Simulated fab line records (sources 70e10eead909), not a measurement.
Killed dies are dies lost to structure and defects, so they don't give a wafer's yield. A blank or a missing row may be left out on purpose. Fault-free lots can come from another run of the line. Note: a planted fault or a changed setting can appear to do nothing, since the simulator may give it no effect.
Chamber matching / flow nand_harc / 4 sister chambers for NHARC_P_ZERO_WELL_DESCUM_39 on rie_diel-08
The step chemistry O2, time 3 s. 16 wafers are shown with their chamber, then 8 later ones without.

== EACH WAFER AND ITS CHAMBER ==
wafer=L075.1; chamber=2; drypump_motor_current_A (A)=5.4; showerhead_plenum_p_Torr (Torr)=1.95; oes_product_au (a.u.)=1.006
wafer=L075.2; chamber=0; drypump_motor_current_A (A)=5.5; showerhead_plenum_p_Torr (Torr)=1.97; oes_product_au (a.u.)=1.001
wafer=L075.6; chamber=1; drypump_motor_current_A (A)=5.9; showerhead_plenum_p_Torr (Torr)=1.93; oes_product_au (a.u.)=0.995
wafer=L077.1; chamber=1; drypump_motor_current_A (A)=5.9; showerhead_plenum_p_Torr (Torr)=1.92; oes_product_au (a.u.)=0.982
wafer=L077.4; chamber=0; drypump_motor_current_A (A)=5.5; showerhead_plenum_p_Torr (Torr)=1.97; oes_product_au (a.u.)=0.993
wafer=L077.6; chamber=0; drypump_motor_current_A (A)=5.5; showerhead_plenum_p_Torr (Torr)=1.97; oes_product_au (a.u.)=0.985
wafer=L078.2; chamber=1; drypump_motor_current_A (A)=5.9; showerhead_plenum_p_Torr (Torr)=1.92; oes_product_au (a.u.)=0.992
wafer=L078.3; chamber=3; drypump_motor_current_A (A)=5.5; showerhead_plenum_p_Torr (Torr)=1.87; oes_product_au (a.u.)=1.009
wafer=L078.4; chamber=0; drypump_motor_current_A (A)=5.5; showerhead_plenum_p_Torr (Torr)=1.97; oes_product_au (a.u.)=1.002
wafer=L090.1; chamber=2; drypump_motor_current_A (A)=5.4; showerhead_plenum_p_Torr (Torr)=1.93; oes_product_au (a.u.)=1.000
wafer=L090.4; chamber=0; drypump_motor_current_A (A)=5.5; showerhead_plenum_p_Torr (Torr)=1.95; oes_product_au (a.u.)=0.987
wafer=L090.5; chamber=0; drypump_motor_current_A (A)=5.5; showerhead_plenum_p_Torr (Torr)=1.95; oes_product_au (a.u.)=0.992
wafer=L093.2; chamber=0; drypump_motor_current_A (A)=5.6; showerhead_plenum_p_Torr (Torr)=1.95; oes_product_au (a.u.)=1.000
wafer=L093.3; chamber=2; drypump_motor_current_A (A)=5.4; showerhead_plenum_p_Torr (Torr)=1.93; oes_product_au (a.u.)=1.012
wafer=L093.6; chamber=2; drypump_motor_current_A (A)=5.4; showerhead_plenum_p_Torr (Torr)=1.93; oes_product_au (a.u.)=1.003
wafer=L095.1; chamber=2; drypump_motor_current_A (A)=5.4; showerhead_plenum_p_Torr (Torr)=1.93; oes_product_au (a.u.)=0.996

SIGNATURES, as means of the wafers listed above
reading=drypump_motor_current_A; chamber 0=5.514; chamber 1=5.900; chamber 2=5.400; chamber 3=5.500; scatter within a chamber=0.0267
reading=showerhead_plenum_p_Torr; chamber 0=1.9614; chamber 1=1.9233; chamber 2=1.9340; chamber 3=1.8700; scatter within a chamber=0.00945
reading=oes_product_au; chamber 0=0.99429; chamber 1=0.98967; chamber 2=1.00340; chamber 3=1.00900; scatter within a chamber=0.0066
Rule: distance of a wafer from a chamber = root of the sum over the readings of ((wafer's reading minus chamber's mean) / reading's scatter) squared. The wafer belongs to the nearest chamber; if the next one is less than 2 further off, it can't be placed. The scatter is the square root of a quotient: the sum, over the shown wafers, of each reading's squared deviation from its chamber's mean, divided by wafers minus chambers.

== WAFERS MISSING THEIR CHAMBER ==
wafer=L095.3; drypump_motor_current_A (A)=5.5; showerhead_plenum_p_Torr (Torr)=1.85; oes_product_au (a.u.)=0.992
wafer=L095.4; drypump_motor_current_A (A)=5.6; showerhead_plenum_p_Torr (Torr)=1.95; oes_product_au (a.u.)=1.002
wafer=L096.1; drypump_motor_current_A (A)=5.5; showerhead_plenum_p_Torr (Torr)=1.95; oes_product_au (a.u.)=0.998
wafer=L096.3; drypump_motor_current_A (A)=5.9; showerhead_plenum_p_Torr (Torr)=1.91; oes_product_au (a.u.)=1.017
wafer=L096.6; drypump_motor_current_A (A)=5.9; showerhead_plenum_p_Torr (Torr)=1.91; oes_product_au (a.u.)=1.001
wafer=L097.2; drypump_motor_current_A (A)=5.5; showerhead_plenum_p_Torr (Torr)=1.85; oes_product_au (a.u.)=0.993
wafer=L097.4; drypump_motor_current_A (A)=5.5; showerhead_plenum_p_Torr (Torr)=1.95; oes_product_au (a.u.)=1.000
wafer=L097.5; drypump_motor_current_A (A)=5.5; showerhead_plenum_p_Torr (Torr)=1.95; oes_product_au (a.u.)=1.002

== WHICH CHAMBER EACH ONE RAN IN ==
wafer=L095.3; from the rows above=3; in truth=3
wafer=L095.4; from the rows above=0; in truth=0
wafer=L096.1; from the rows above=0; in truth=0
wafer=L096.3; from the rows above=1; in truth=1
wafer=L096.6; from the rows above=1; in truth=1
wafer=L097.2; from the rows above=3; in truth=3
wafer=L097.4; from the rows above=0; in truth=0
wafer=L097.5; from the rows above=0; in truth=0
8 of 8 placed correctly. Left unplaced by these rows: 0. Placed wrongly: 0.
